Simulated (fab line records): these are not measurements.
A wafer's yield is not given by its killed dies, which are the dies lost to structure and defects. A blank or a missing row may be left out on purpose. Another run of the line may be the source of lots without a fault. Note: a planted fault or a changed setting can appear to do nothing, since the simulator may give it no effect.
fab line records + flow nand_harc
record
- lots=12
- wafers=36
- last_day=33
route steps=1302 shown P_BONDPAD@371 A_ZERO_WELL@411 A_CHANNEL_HOLE_D1@450
lots that met no fault: taken from a fault-free run of the same line
start_h: the number of hours between the record's first day and the start of the first shown wafer of the lot + wait_h: time in hours since the lot's previous step + " same as the row above + L1.1+2: one row covering several wafers at once + - value missing, or start not given + * or withheld: withheld + < > ~ a bound
route shown NAME@n: NAME is a module with steps in the file, n the number in the route of the first one + usual: mean and standard deviation over wafers with no fault + same: alike in all rows + chamber/n: place in a boat + sites: readings site by site + _std_site: the standard deviation of these + _edge_site: outer sites' mean less inner sites' + radius_mm: for every site, how far away it sits from the centre of the wafer + mask NAME#n: copy n + behind: the tool/chamber that last shaped the wafer + hold: the reason the lot was held/the length of the hold in hours/how it ended + device: the transistor (n, p or np) that didn't switch + end of line: tests of these same wafers at the route's end + where a step has no rows: the recipe by itself + killed: the dies lost at the first sort to structure and to defects; this is not the yield of the wafer + map: per-die view of a wafer (x killed, . not killed, _ where there is no die)
set.NAME: the run value of the setting; set.NAME@STEP: its run value at that earlier step + model.NAME: the simulator's own value behind a step, which no gauge read
one table for each step of the route and one row for each wafer, over a sample of lots
services: a tool's chamber out of use, with start hour (start_h, from the record's first day; less than 0 if before it), hours out, and reason
## steps
# step NHARC_P_BONDPAD_STRIP_15
# recipe
- o2_flow_sccm=500
- ar_flow_sccm=0
- bias_w=0
- chemistry=O2
# usual
- drypump_motor_current_A=5.6/0.55
- o2_flow_sccm=500.0/1.6
- oes_product_au=0.999/0.0064
- rf_vpp_V=57.7/0.89
- showerhead_plenum_p_Torr=3.49/0.11
- throttle_valve_pct=17.036/0.0088
| lot.wafer | tool        | chamber | start_h | wait_h | drypump_motor_current_A | o2_flow_sccm | oes_product_au | rf_hours_counter_h | rf_vpp_V | showerhead_plenum_p_Torr | throttle_valve_pct |
|-----------|-------------|---------|---------|--------|-------------------------|--------------|----------------|--------------------|----------|--------------------------|--------------------|
| L655.1    | rie_diel-08 | 1       | 143.76  | 0.1    | 5.8                     | 502.8        | 0.990          | 2.5                | 56.9     | 3.54                     | 17.046             |
| L655.3    | "           | 3       | "       | "      | 5.7                     | 500.6        | 1.009          | 2.9                | 58.7     | 3.44                     | 17.028             |
| L655.6    | "           | 2       | "       | "      | 5.3                     | 497.4        | 0.990          | -                  | 57.9     | 3.31                     | 17.035             |
| L656.3    | rie_diel-11 | 3       | 152.67  | 0.1    | 4.9                     | 501.2        | 0.993          | 4.2                | 57.7     | 3.56                     | 17.050             |
| L656.4    | "           | 0       | "       | "      | 6.5                     | 498.6        | 0.992          | 4.6                | 57.1     | 3.61                     | 17.049             |
| L656.2    | "           | 1       | "       | "      | 5.3                     | 499.5        | 1.001          | 4.2                | 57.0     | 3.40                     | 17.036             |
| L659.2    | rie_diel-11 | 1       | 184.63  | 0.1    | 5.3                     | 499.4        | 0.996          | 5.4                | 59.1     | 3.40                     | 17.053             |
| L659.5    | "           | 0       | "       | "      | 6.5                     | 498.3        | 0.987          | -                  | 58.6     | 3.61                     | 17.038             |
| L659.6    | "           | 1       | "       | "      | 5.3                     | 498.0        | 0.995          | -                  | 57.2     | 3.40                     | 17.023             |
| L660.4    | rie_diel-11 | 1       | 196.43  | 0.1    | 5.3                     | 498.9        | 1.007          | 5.6                | 57.0     | 3.40                     | 17.031             |
| L660.1    | "           | 3       | "       | "      | 4.9                     | 502.4        | 1.000          | 5.9                | 56.4     | 3.56                     | 17.037             |
| L660.6    | "           | 1       | "       | "      | 5.3                     | 498.4        | 1.002          | -                  | 56.7     | 3.40                     | 17.025             |
| L663.1    | rie_diel-08 | 0       | 220.12  | 0.1    | 6.2                     | 498.4        | 0.995          | 0.6                | 56.7     | 3.54                     | 17.047             |
| L663.5    | "           | 3       | "       | "      | 5.7                     | 498.4        | 1.001          | -                  | 57.3     | 3.44                     | 17.033             |
| L663.6    | "           | 0       | "       | "      | 6.2                     | 500.2        | 0.999          | -                  | 56.6     | 3.54                     | 17.044             |
| L664.2    | rie_diel-04 | 2       | 240.49  | 0.1    | 5.4                     | 498.0        | 1.003          | 2.4                | 56.6     | 3.55                     | 17.035             |
| L664.3    | "           | 1       | "       | "      | 5.8                     | 499.9        | 1.004          | 3.8                | 57.6     | 3.65                     | 17.021             |
| L664.5    | "           | 3       | "       | "      | 5.5                     | 498.8        | 0.992          | -                  | 57.7     | 3.63                     | 17.038             |
| L666.2    | rie_diel-11 | 1       | 254.71  | 0.1    | 5.3                     | 500.6        | 0.999          | 6.7                | 56.4     | 3.40                     | 17.053             |
| L666.1    | "           | 2       | "       | "      | 5.5                     | 501.8        | 0.994          | 10.1               | 56.2     | 3.31                     | 17.040             |
| L666.3    | "           | 0       | "       | "      | 6.6                     | 501.1        | 0.999          | 10.1               | 58.7     | 3.61                     | 17.042             |
| L667.4    | rie_diel-11 | 0       | 264.84  | 0.1    | 6.5                     | 503.0        | 1.000          | 0.0                | 56.7     | 3.61                     | 17.032             |
| L667.6    | "           | 0       | "       | "      | 6.6                     | 500.7        | 1.005          | -                  | 59.1     | 3.61                     | 17.040             |
| L667.5    | "           | 1       | "       | "      | 5.3                     | 498.6        | 1.005          | -                  | 56.9     | 3.40                     | 17.027             |
| L668.4    | rie_diel-11 | 2       | 280.98  | 0.1    | 5.5                     | 500.6        | 0.988          | 1.0                | 57.4     | 3.31                     | 17.028             |
| L668.3    | "           | 0       | "       | "      | 6.5                     | 500.4        | 0.995          | 0.7                | 58.0     | 3.61                     | 17.037             |
| L668.1    | "           | 1       | "       | "      | 5.3                     | 498.9        | 1.012          | 0.9                | 57.8     | 3.40                     | 17.031             |
| L675.2    | rie_diel-11 | 1       | 342.14  | 0.1    | 5.3                     | 497.5        | 0.995          | 5.9                | 56.9     | 3.40                     | 17.038             |
| L675.1    | "           | 2       | "       | "      | 5.5                     | 503.7        | 0.983          | 5.5                | 58.0     | 3.31                     | 17.029             |
| L675.5    | "           | 3       | "       | "      | 4.9                     | 502.2        | 0.996          | -                  | 56.9     | 3.56                     | 17.044             |
| L674.1    | rie_diel-08 | 1       | 343.35  | 0.1    | 5.8                     | 499.7        | 1.007          | 4.2                | 58.1     | 3.54                     | 17.031             |
| L674.4    | "           | 2       | "       | "      | 5.3                     | 502.3        | 0.996          | 4.4                | 56.8     | 3.31                     | 17.044             |
| L674.6    | "           | 1       | "       | "      | 5.8                     | 502.9        | 0.994          | -                  | 57.5     | 3.54                     | 17.046             |
| L677.1    | rie_diel-08 | 0       | 366.96  | 0.1    | 6.1                     | 497.2        | 0.999          | 5.3                | 58.5     | 3.54                     | 17.041             |
| L677.4    | "           | 1       | "       | "      | 5.8                     | 498.7        | 1.002          | 4.7                | 57.7     | 3.54                     | 17.034             |
| L677.2    | "           | 2       | "       | "      | 5.3                     | 498.4        | 0.993          | 4.9                | 56.9     | 3.31                     | 17.032             |
# step NHARC_A_ZERO_WELL_RTA_16
# recipe
- temp_c=1000
- time_s=10
# usual
- lamp_power_pct=31.1/1.9
- wafer_temp_C_max=1006.1/2.1
| lot.wafer | tool          | chamber | start_h | wait_h | lamp_power_pct | wafer_temp_C_max |
|-----------|---------------|---------|---------|--------|----------------|------------------|
| L655.1    | rtp_anneal-01 | 0       | 148.52  | -      | 29.1           | 1007.7           |
| L655.3    | "             | 0       | "       | "      | 29.0           | 1007.6           |
| L655.6    | "             | 0       | "       | "      | 29.1           | 1006.3           |
| L656.2    | rtp_anneal-02 | 0       | 157.43  | -      | 32.8           | 1005.7           |
| L656.3    | "             | 0       | "       | "      | 32.8           | 1003.5           |
| L656.4    | "             | 0       | "       | "      | 32.7           | 1003.3           |
| L659.2    | rtp_anneal-02 | 0       | 189.47  | -      | 32.8           | 1004.1           |
| L659.5    | "             | 0       | "       | "      | 32.8           | 1004.3           |
| L659.6    | "             | 0       | "       | "      | 32.8           | 1004.6           |
| L660.1    | rtp_anneal-01 | 0       | 201.20  | -      | 29.0           | 1007.5           |
| L660.4    | "             | 0       | "       | "      | 29.0           | 1008.8           |
| L660.6    | "             | 0       | "       | "      | 29.0           | 1010.0           |
| L663.1    | rtp_anneal-01 | 0       | 225.02  | -      | 29.0           | 1008.6           |
| L663.5    | "             | 0       | "       | "      | 29.0           | 1006.0           |
| L663.6    | "             | 0       | "       | "      | 29.0           | 1006.7           |
| L664.2    | rtp_anneal-01 | 0       | 245.30  | -      | 29.1           | 1006.2           |
| L664.3    | "             | 0       | "       | "      | 29.1           | 1008.5           |
| L664.5    | "             | 0       | "       | "      | 29.0           | 1009.3           |
| L666.1    | rtp_anneal-02 | 0       | 259.44  | -      | 32.8           | 1004.5           |
| L666.2    | "             | 0       | "       | "      | 32.7           | 1006.1           |
| L666.3    | "             | 0       | "       | "      | 32.8           | 1004.2           |
| L667.4    | rtp_anneal-02 | 0       | 269.65  | -      | 32.8           | 1004.3           |
| L667.5    | "             | 0       | "       | "      | 32.8           | 1003.9           |
| L667.6    | "             | 0       | "       | "      | 32.8           | 1004.4           |
| L668.1    | rtp_anneal-02 | 0       | 285.79  | -      | 32.8           | 1006.2           |
| L668.3    | "             | 0       | "       | "      | 32.8           | 1005.5           |
| L668.4    | "             | 0       | "       | "      | 32.8           | 1005.8           |
| L675.1    | rtp_anneal-02 | 0       | 346.76  | -      | 32.8           | 1004.6           |
| L675.2    | "             | 0       | "       | "      | 32.8           | 1004.0           |
| L675.5    | "             | 0       | "       | "      | 32.8           | 1004.1           |
| L674.1    | rtp_anneal-01 | 0       | 348.06  | -      | 29.0           | 1012.1           |
| L674.4    | "             | 0       | "       | "      | 29.0           | 1009.1           |
| L674.6    | "             | 0       | "       | "      | 29.0           | 1009.5           |
| L677.1    | rtp_anneal-01 | 0       | 371.76  | -      | 29.0           | 1008.2           |
| L677.2    | "             | 0       | "       | "      | 29.1           | 1006.5           |
| L677.4    | "             | 0       | "       | "      | 29.1           | 1010.4           |
# step NHARC_A_CHANNEL_HOLE_D1_DEP_00
# recipe
- target_thk_a=31000
- temp_c=400
- material=aC
# usual
- throttle_valve_pct=34.999/0.0091
| lot.wafer | tool       | chamber | start_h | wait_h | throttle_valve_pct |
|-----------|------------|---------|---------|--------|--------------------|
| L655.1    | acl_dep-01 | 0       | 185.00  | 0.6    | 35.008             |
| L655.3    | "          | 0       | "       | "      | 34.991             |
| L655.6    | "          | 0       | "       | "      | 35.003             |
| L656.2    | acl_dep-03 | 0       | 200.24  | 6.6    | 35.006             |
| L656.3    | "          | 0       | "       | "      | 34.994             |
| L656.4    | "          | 0       | "       | "      | 35.000             |
| L659.2    | acl_dep-01 | 0       | 226.32  | 1.1    | 34.990             |
| L659.5    | "          | 0       | "       | "      | 34.994             |
| L659.6    | "          | 0       | "       | "      | 35.001             |
| L660.1    | acl_dep-02 | 0       | 237.12  | 1.0    | 35.008             |
| L660.4    | "          | 0       | "       | "      | 35.005             |
| L660.6    | "          | 0       | "       | "      | 34.993             |
| L663.1    | acl_dep-03 | 0       | 264.53  | 5.4    | 35.000             |
| L663.5    | "          | 0       | 265.80  | 6.6    | 34.999             |
| L663.6    | "          | 0       | "       | "      | 34.984             |
| L664.2    | acl_dep-03 | 0       | 280.83  | 0.8    | 35.000             |
| L664.3    | "          | 0       | "       | "      | 35.005             |
| L664.5    | "          | 0       | "       | "      | 34.996             |
| L666.1    | acl_dep-03 | 0       | 293.27  | 1.0    | 34.996             |
| L666.2    | "          | 0       | "       | "      | 35.006             |
| L666.3    | "          | 0       | "       | "      | 35.011             |
| L667.4    | acl_dep-02 | 0       | 308.64  | 1.4    | 34.996             |
| L667.5    | "          | 0       | "       | "      | 34.999             |
| L667.6    | "          | 0       | "       | "      | 34.986             |
| L668.1    | acl_dep-01 | 0       | 321.29  | 0.4    | 35.005             |
| L668.3    | "          | 0       | "       | "      | 34.983             |
| L668.4    | "          | 0       | "       | "      | 34.999             |
| L675.1    | acl_dep-02 | 0       | 382.98  | 0.1    | 34.999             |
| L675.2    | "          | 0       | "       | "      | 35.001             |
| L675.5    | "          | 0       | "       | "      | 35.000             |
| L674.1    | acl_dep-01 | 0       | 383.13  | 0.2    | 34.993             |
| L674.4    | "          | 0       | "       | "      | 34.998             |
| L674.6    | "          | 0       | "       | "      | 35.001             |
| L677.1    | acl_dep-01 | 0       | 414.98  | 3.5    | 34.992             |
| L677.2    | "          | 0       | "       | "      | 35.007             |
| L677.4    | "          | 0       | "       | "      | 34.994             |
# step NHARC_A_CHANNEL_HOLE_D1_ETCH_39
# recipe
- target_depth_a=2600
- over_etch_frac=0.3
- time_s=325
- ion_energy_ev=200
- n2_flow_sccm=150
- h2_flow_sccm=150
- ar_flow_sccm=0
- rf_w=400
- bias_w=150
- chemistry=N2/H2
# usual
- drypump_motor_current_A=5.8/0.49
- oes_product_au=0.995/0.0073
- over_etch_frac=0.3/0
- rf_vpp_V=430.3/2
- showerhead_plenum_p_Torr=2.03/0.068
- throttle_valve_pct=14.169/0.0084
| lot.wafer | tool        | chamber | start_h | wait_h | drypump_motor_current_A | oes_product_au | over_etch_frac | rf_hours_counter_h | rf_vpp_V | showerhead_plenum_p_Torr | throttle_valve_pct |
|-----------|-------------|---------|---------|--------|-------------------------|----------------|----------------|--------------------|----------|--------------------------|--------------------|
| L655.1    | rie_diel-12 | 1       | 188.10  | -      | 5.2                     | 1.004          | 0.3            | 7                  | 428.7    | 2.02                     | 14.164             |
| L655.3    | "           | 2       | "       | "      | 5.7                     | 1.002          | 0.3            | 6                  | 428.9    | 1.99                     | 14.172             |
| L655.6    | "           | 0       | "       | "      | 6.5                     | 0.999          | 0.3            | -                  | 431.9    | 2.12                     | 14.173             |
| L656.4    | rie_diel-12 | 2       | 202.93  | -      | 5.8                     | 0.994          | 0.3            | 7                  | 429.0    | 1.99                     | 14.163             |
| L656.2    | "           | 3       | "       | "      | 6.1                     | 0.994          | 0.3            | 7                  | 428.5    | 1.98                     | 14.167             |
| L656.3    | "           | 1       | "       | "      | 5.2                     | 0.996          | 0.3            | 7                  | 429.3    | 2.02                     | 14.179             |
| L659.2    | rie_diel-12 | 1       | 229.02  | -      | 5.2                     | 0.982          | 0.3            | 10                 | 429.7    | 2.02                     | 14.169             |
| L659.6    | "           | 1       | "       | "      | 5.2                     | 0.990          | 0.3            | -                  | 431.0    | 2.02                     | 14.177             |
| L659.5    | "           | 2       | "       | "      | 5.7                     | 0.991          | 0.3            | -                  | 427.6    | 1.99                     | 14.177             |
| L660.4    | rie_diel-12 | 1       | 240.02  | -      | 5.2                     | 0.988          | 0.3            | 11                 | 430.0    | 2.02                     | 14.168             |
| L660.1    | "           | 3       | "       | "      | 6.1                     | 0.982          | 0.3            | 10                 | 428.5    | 1.98                     | 14.172             |
| L660.6    | "           | 2       | "       | "      | 5.7                     | 0.999          | 0.3            | -                  | 429.0    | 1.99                     | 14.161             |
| L663.1    | rie_diel-12 | 0       | 267.44  | -      | 6.5                     | 0.986          | 0.3            | 12                 | 433.3    | 2.12                     | 14.162             |
| L663.6    | "           | 3       | "       | "      | 6.1                     | 1.000          | 0.3            | -                  | 428.1    | 1.98                     | 14.191             |
| L663.5    | "           | 0       | "       | "      | 6.5                     | 1.000          | 0.3            | -                  | 431.7    | 2.12                     | 14.175             |
| L664.3    | rie_diel-12 | 2       | 283.54  | -      | 5.7                     | 0.990          | 0.27089        | 1                  | 429.7    | 1.99                     | 14.181             |
| L664.2    | "           | 1       | "       | "      | 5.1                     | 0.978          | 0.27089        | 1                  | 430.6    | 2.02                     | 14.178             |
| L664.5    | "           | 3       | "       | "      | 6.1                     | 0.984          | 0.27089        | -                  | 428.2    | 1.98                     | 14.152             |
| L666.3    | rie_diel-12 | 2       | 296.13  | -      | 5.7                     | 0.989          | 0.27089        | 2                  | 429.0    | 1.99                     | 14.175             |
| L666.1    | "           | 3       | "       | "      | 6.1                     | 0.982          | 0.27089        | 2                  | 427.2    | 1.98                     | 14.151             |
| L666.2    | "           | 0       | "       | "      | 6.5                     | 0.988          | 0.27089        | 2                  | 431.9    | 2.12                     | 14.176             |
| L667.4    | rie_diel-12 | 1       | 310.71  | -      | 5.2                     | 0.987          | 0.27089        | 3                  | 428.7    | 2.02                     | 14.155             |
| L667.6    | "           | 0       | "       | "      | 6.5                     | 0.998          | 0.27089        | -                  | 431.9    | 2.12                     | 14.170             |
| L667.5    | "           | 1       | "       | "      | 5.2                     | 1.002          | 0.27089        | -                  | 431.4    | 2.02                     | 14.169             |
| L668.3    | rie_diel-05 | 2       | 324.37  | -      | 4.9                     | 0.999          | 0.3            | 31                 | 434.1    | 2.17                     | 14.177             |
| L668.1    | "           | 3       | "       | "      | 5.3                     | 0.998          | 0.3            | 30                 | 428.2    | 1.98                     | 14.169             |
| L668.4    | "           | 0       | "       | "      | 5.3                     | 1.001          | 0.3            | 30                 | 432.9    | 2.09                     | 14.166             |
| L675.2    | rie_diel-12 | 0       | 386.04  | -      | 6.5                     | 0.997          | 0.3            | 9                  | 433.7    | 2.12                     | 14.169             |
| L675.1    | "           | 1       | "       | "      | 5.1                     | 0.999          | 0.3            | 9                  | 430.2    | 2.01                     | 14.161             |
| L675.5    | "           | 0       | "       | "      | 6.5                     | 0.995          | 0.3            | -                  | 432.8    | 2.12                     | 14.169             |
| L674.4    | rie_diel-12 | 1       | 386.25  | -      | 5.1                     | 0.993          | 0.3            | 9                  | 429.6    | 2.01                     | 14.181             |
| L674.1    | "           | 0       | "       | "      | 6.5                     | 0.996          | 0.3            | 10                 | 433.6    | 2.12                     | 14.168             |
| L674.6    | "           | 1       | "       | "      | 5.1                     | 0.981          | 0.3            | -                  | 429.2    | 2.01                     | 14.173             |
| L677.4    | rie_diel-12 | 0       | 418.00  | -      | 6.5                     | 0.990          | 0.3            | 12                 | 432.4    | 2.12                     | 14.183             |
| L677.1    | "           | 1       | "       | "      | 5.1                     | 0.986          | 0.3            | 11                 | 429.8    | 2.01                     | 14.166             |
| L677.2    | "           | 2       | "       | "      | 5.7                     | 0.996          | 0.3            | 12                 | 428.2    | 1.99                     | 14.158             |
## services
| tool          | chamber | start_h | hours | kind   |
|---------------|---------|---------|-------|--------|
| acl_dep-03    | -       | 122.50  | 13.0  | pm     |
| rie_diel-12   | 3       | 161.16  | 6.3   | repair |
| rie_diel-08   | 3       | 177.47  | 4.3   | repair |
| acl_dep-01    | -       | 186.95  | 13.0  | pm     |
| rie_diel-08   | -       | 190.80  | 9.0   | pm     |
| rie_diel-11   | 1       | 201.38  | 34.0  | repair |
| rie_diel-11   | 3       | 201.88  | 6.9   | repair |
| rie_diel-08   | 2       | 212.49  | 3.2   | repair |
| rie_diel-12   | 0       | 221.18  | 11.2  | repair |
| rie_diel-12   | 3       | 240.37  | 8.1   | repair |
| rie_diel-11   | -       | 255.50  | 9.0   | pm     |
| rie_diel-12   | -       | 268.40  | 9.0   | pm     |
| acl_dep-03    | -       | 306.40  | 13.0  | pm     |
| rie_diel-11   | 0       | 309.50  | 2.3   | repair |
| rie_diel-11   | 0       | 337.63  | 4.3   | repair |
| rie_diel-12   | 3       | 337.64  | 1.8   | repair |
| rie_diel-11   | 1       | 343.40  | 4.4   | repair |
| acl_dep-01    | -       | 351.89  | 8.9   | repair |
| rie_diel-08   | -       | 367.80  | 9.0   | pm     |
| acl_dep-01    | -       | 368.29  | 13.0  | pm     |
| rtp_anneal-01 | -       | 372.00  | 12.0  | pm     |
| rie_diel-11   | 2       | 390.12  | 9.7   | repair |
| rie_diel-12   | 1       | 393.93  | 9.4   | repair |
| rie_diel-08   | 1       | 394.27  | 21.8  | repair |
## key
first_sign
- step=NHARC_A_CHANNEL_HOLE_D1_ETCH_39
- reading=over_etch_frac
- direction=down
- sigmas=99+
- usual=0.3
- struck=0.27089
effect none on later readings
met_at NHARC_A_CHANNEL_HOLE_D1_ETCH_39
struck_lots L664,L666,L667
tester_left_out L664,L666,L667
not_acting_at NHARC_P_BONDPAD_STRIP_15,NHARC_A_ZERO_WELL_RTA_16,NHARC_A_CHANNEL_HOLE_D1_DEP_00
onset_between 267.44 283.54
fault
- kind=process_parameter_drift
- tool=rie_diel-12
- chamber=-
- onset_h=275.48
- steps=NHARC_A_CHANNEL_HOLE_D1_ETCH_39
- channel=over_etch_frac
- offset=-0.02911
- shape=step
- end_h=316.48
- acts_in=these_recipes_only
- stated=0.3
# tester_left_out: of these lots the tester's yield and bins aren't shown, on N5 and GAA mostly nor the transistor test; their killed dies are dies lost to structure and defects alone, not to doping, threshold or leakage, so they don't give the yield
